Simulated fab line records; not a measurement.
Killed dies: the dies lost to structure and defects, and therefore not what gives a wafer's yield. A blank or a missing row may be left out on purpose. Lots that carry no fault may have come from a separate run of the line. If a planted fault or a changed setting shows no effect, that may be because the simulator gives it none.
Which of the tools did it?    flow n5-finfet    10 lots with 30 wafers sampled at 6 steps, on a route of 1938 steps

## WHAT EACH GAUGE READ, for each wafer
N5_STI_FIN_REVEAL_INSPECT_13: inspects for defects (darkfield). Usual: raw-defect-count 11, standard deviation 4.7.
lot   measured     on                 raw-defect-count  flag
L335  day 2 15:07  defect-inspect-02  17 10 6           
L338  day 3 06:57  defect-inspect-02  19 12 16          
L339  day 3 13:13  defect-inspect-02  10 6 6            
L340  day 3 21:23  defect-inspect-02  9 9 13            
L341  day 4 01:40  defect-inspect-02  8 7 11            
L344  day 4 20:02  defect-inspect-02  302 288 275       OFF
L345  day 5 03:32  defect-inspect-02  10 15 15          
L346  day 5 09:58  defect-inspect-02  248 292 290       OFF
L350  day 6 05:58  defect-inspect-02  7 12 17           
L355  day 7 13:42  defect-inspect-01  12 19 15          

N5_DUMMY_GATE_THK_MEAS_05. Usual: thk-nm 72.9 nm, standard deviation 1.4.
lot   measured     on             thk-nm (nm)     flag
L335  day 2 19:25  film-metro-02  73.1 71.4 72.6  
L338  day 3 11:07  film-metro-01  74.4 73.6 74.3  
L339  day 3 17:23  film-metro-01  71.4 74.0 72.9  
L340  day 4 03:18  film-metro-02  72.7 72.8 72.4  
L341  day 4 06:30  film-metro-02  72.1 75.1 71.9  
L344  day 5 00:23  film-metro-02  73.2 74.0 74.1  
L345  day 5 07:44  film-metro-02  73.2 71.7 73.3  
L346  day 5 14:16  film-metro-02  72.6 72.1 72.0  
L350  day 6 10:08  film-metro-01  72.2 74.3 73.2  
L355  day 7 18:15  film-metro-01  72.6 74.3 71.8  

N5_BEOL_M4_RC_MEAS_101. Usual: DIBL_N 37.1 mV/V, standard deviation 2.4; DIBL_P 37 mV/V, standard deviation 3; IOFF_N 0.18 nA/um, standard deviation 0.053; IOFF_P 0.21 nA/um, standard deviation 0.05; ION_N 674 uA/um, standard deviation 14; ION_P 459 uA/um, standard deviation 9.2; SS_N 72.1 mV/dec, standard deviation 0.9; SS_P 73.4 mV/dec, standard deviation 0.89; VT_N 250 mV, standard deviation 3.8; VT_P -251 mV, standard deviation 3.7.
lot   measured      on         DIBL_N (mV/V)   DIBL_P (mV/V)  IOFF_N (nA/um)  IOFF_P (nA/um)  ION_N (uA/um)  ION_P (uA/um)  SS_N (mV/dec)   SS_P (mV/dec)   VT_N (mV)    VT_P (mV)       flag
L335  day 8 11:45   prober-02  39.7 38.3 39.1  42 39 41       0.23 0.19 0.21  0.30 0.22 0.27  684 667 673    470 455 467    72.4 71.9 72.2  74.6 73.9 74.2  245 249 245  -248 -253 -248  
L338  day 9 13:48   prober-01  37.7 36.7 37.9  39 37 38       0.20 0.19 0.20  0.25 0.23 0.23  688 681 664    467 464 453    71.6 72.0 73.0  73.7 72.7 73.8  248 245 247  -248 -248 -248  
L339  day 9 08:38   prober-01  35.0 34.1 36.0  34 32 35       0.13 0.12 0.14  0.16 0.14 0.17  664 652 664    455 445 453    71.5 71.4 71.1  73.0 72.2 72.8  253 256 255  -251 -257 -255  
L340  day 9 13:41   prober-02  40.3 35.2 36.3  37 35 36       0.26 0.13 0.14  0.19 0.16 0.17  659 654 655    447 445 441    74.5 70.6 71.5  73.1 73.0 72.5  250 253 252  -253 -254 -254  
L341  day 9 18:23   prober-01  37.7 34.9 36.0  40 36 36       0.19 0.13 0.16  0.22 0.18 0.18  671 657 679    459 450 457    72.5 71.4 72.1  74.4 73.3 72.9  250 253 250  -251 -253 -254  
L344  day 10 14:05  prober-01  39.7 34.1 36.6  37 32 36       0.20 0.10 0.15  0.19 0.13 0.17  670 651 678    449 446 451    73.0 71.8 72.0  74.5 72.7 73.7  251 259 250  -256 -258 -255  
L345  day 10 18:53  prober-02  37.4 37.3 38.5  35 39 39       0.20 0.17 0.20  0.18 0.22 0.22  679 670 672    453 455 449    72.4 71.4 73.4  73.6 74.0 74.6  248 251 250  -253 -252 -251  
L346  day 10 18:41  prober-01  35.6 38.3 37.2  36 37 38       0.17 0.21 0.22  0.20 0.21 0.23  678 674 698    462 466 465    72.4 73.2 71.5  73.2 73.6 74.4  250 247 244  -251 -248 -250  
L350  day 12 13:16  prober-01  44.3 36.7 38.2  45 35 38       0.39 0.17 0.19  0.41 0.20 0.24  708 664 671    473 453 458    74.5 71.5 71.8  75.2 73.1 73.4  243 250 249  -240 -250 -250  
L355  day 13 00:14  prober-02  41.6 35.2 39.3  41 35 38       0.28 0.14 0.24  0.27 0.17 0.23  683 651 682    463 446 461    73.6 71.9 73.2  75.0 72.9 74.9  243 255 247  -248 -255 -251  

## WHAT TOOL EACH LOT RAN ON (gives the tool, then ch and the chambers of the sampled wafers, and finally the start)
lot   N5_FIN_CUT_CUT_ETCH_28           N5_FIN_CUT_STRIP_22                N5_STI_FIN_REVEAL_PRECLEAN_25
L335  rie-si-06 ch 1,2,3, day 2 06:09  rie-diel-04 ch 0,1,3, day 2 06:13  wet-bench-03 ch 1,6,7, day 2 12:11
L338  rie-si-01 ch 1,2,3, day 2 21:51  rie-diel-04 ch 1,3, day 2 21:57    wet-bench-06 ch 1,2,4, day 3 04:04
L339  rie-si-06 ch 1,2,3, day 3 04:09  rie-diel-04 ch 0,1,2, day 3 04:13  wet-bench-03 ch 1,2,6, day 3 10:16
L340  rie-si-06 ch 0,1,2, day 3 12:08  rie-diel-03 ch 1,2, day 3 12:24    wet-bench-04 ch 2,4,7, day 3 18:25
L341  rie-si-02 ch 0,2, day 3 16:35    rie-diel-01 ch 0,2,3, day 3 16:39  wet-bench-04 ch 1,3,6, day 3 22:46
L344  rie-si-02 ch 1,2,3, day 4 10:32  rie-diel-03 ch 2,3, day 4 10:37    wet-bench-03 ch 1,2,7, day 4 17:08
L345  rie-si-01 ch 0,1, day 4 18:05    rie-diel-04 ch 0,1,3, day 4 18:08  wet-bench-06 ch 1,3,5, day 5 00:31
L346  rie-si-02 ch 0,1,3, day 5 00:51  rie-diel-01 ch 2,3, day 5 01:01    wet-bench-03 ch 5,6,7, day 5 07:02
L350  rie-si-06 ch 0,1, day 5 20:57    rie-diel-01 ch 1,2,3, day 5 21:01  wet-bench-04 ch 0,2,3, day 6 03:04
L355  rie-si-06 ch 0,1,3, day 7 03:20  rie-diel-01 ch 1,2,3, day 7 03:26  wet-bench-04 ch 1,5,6, day 7 10:49
- N5_FIN_CUT_CUT_ETCH_28: etches Si in HBr/Cl2/O2, target depth 6 nm, time 2.4 s.
- N5_FIN_CUT_STRIP_22: strips in N2/H2.
- N5_STI_FIN_REVEAL_PRECLEAN_25: cleans in SPM, time 90 s.

## WHAT THE TOOLS THEMSELVES READ (means of the sampled wafers that have a number; where no wafer has one, the mark that the record gives instead)
N5_FIN_CUT_CUT_ETCH_28. Usual: O2_flow_sccm 12.00 sccm, standard deviation 0.035; drypump-motor-current-A 5.7 A, standard deviation 0.41; oes-product-au 1.003 a.u., standard deviation 0.017; throttle-valve-pct 37.0 %, standard deviation 0.33.
lot   tool       O2_flow_sccm (sccm)  drypump-motor-current-A (A)  oes-product-au (a.u.)  throttle-valve-pct (%)  flag
L335  rie-si-06  12.01                5.9                          1.009                  37.1                    
L338  rie-si-01  11.94                5.8                          0.995                  37.0                    
L339  rie-si-06  11.99                5.8                          1.004                  37.1                    
L340  rie-si-06  11.98                5.8                          1.014                  37.1                    
L341  rie-si-02  12.01                5.6                          0.989                  37.0                    
L344  rie-si-02  11.96                5.6                          1.009                  36.9                    
L345  rie-si-01  12.02                5.5                          0.990                  36.8                    
L346  rie-si-02  12.05                5.4                          0.999                  36.7                    
L350  rie-si-06  11.98                5.6                          1.014                  37.3                    
L355  rie-si-06  11.99                5.7                          1.005                  37.2                    

N5_FIN_CUT_STRIP_22. Usual: drypump-motor-current-A 5.8 A, standard deviation 0.33; oes-product-au 0.81 a.u., standard deviation 0.07; rf-vpp-V 54.3 V, standard deviation 2.1; showerhead-plenum-p-Torr 3.37 Torr, standard deviation 0.1; throttle-valve-pct 18.9 %, standard deviation 0.39.
lot   tool         drypump-motor-current-A (A)  oes-product-au (a.u.)  rf-vpp-V (V)  showerhead-plenum-p-Torr (Torr)  throttle-valve-pct (%)  flag
L335  rie-diel-04  5.5                          0.89                   55.9          3.36                             18.4                    
L338  rie-diel-04  5.5                          0.91                   52.9          3.32                             18.4                    
L339  rie-diel-04  5.8                          0.84                   53.9          3.29                             18.7                    
L340  rie-diel-03  5.5                          0.83                   54.8          3.42                             18.6                    
L341  rie-diel-01  6.0                          0.82                   54.9          3.39                             18.9                    
L344  rie-diel-03  5.9                          0.75                   54.0          3.40                             19.0                    
L345  rie-diel-04  5.5                          0.87                   50.9          3.35                             18.4                    
L346  rie-diel-01  5.9                          0.77                   56.4          3.32                             19.0                    
L350  rie-diel-01  6.0                          0.75                   54.8          3.32                             19.3                    
L355  rie-diel-01  6.0                          0.75                   54.9          3.32                             19.3                    

## THE ANSWER, worked out from the rows above alone
Rule: a lot is off if the mean of its wafers that have a number lies more than 3 standard deviations from the usual mean. Also off: a lot with no number at a reading for which 4 or more lots have one. Any other lot the step has rows for is counted as sound. After the gauges, taken in route order, come the tools' own readings; for these a lot's mean is taken, as printed above. The first step at which some lot is off is used, and at that step the reading that is off furthest; a lot without a number counts as furthest.
Off: L344, L346, at N5_STI_FIN_REVEAL_INSPECT_13 (raw-defect-count).
If a tool, at a process step before that reading, ran all the lots that are off and no sound lot after the first of them, it fits. Gauges at N5_STI_FIN_REVEAL_INSPECT_13: tried the same way as those tools. This does not decide it: 2 tools fit, namely rie-si-02 at N5_FIN_CUT_CUT_ETCH_28 and wet-bench-03 at N5_STI_FIN_REVEAL_PRECLEAN_25.

## WHAT HAD BEEN PUT IN BY THE SIMULATOR
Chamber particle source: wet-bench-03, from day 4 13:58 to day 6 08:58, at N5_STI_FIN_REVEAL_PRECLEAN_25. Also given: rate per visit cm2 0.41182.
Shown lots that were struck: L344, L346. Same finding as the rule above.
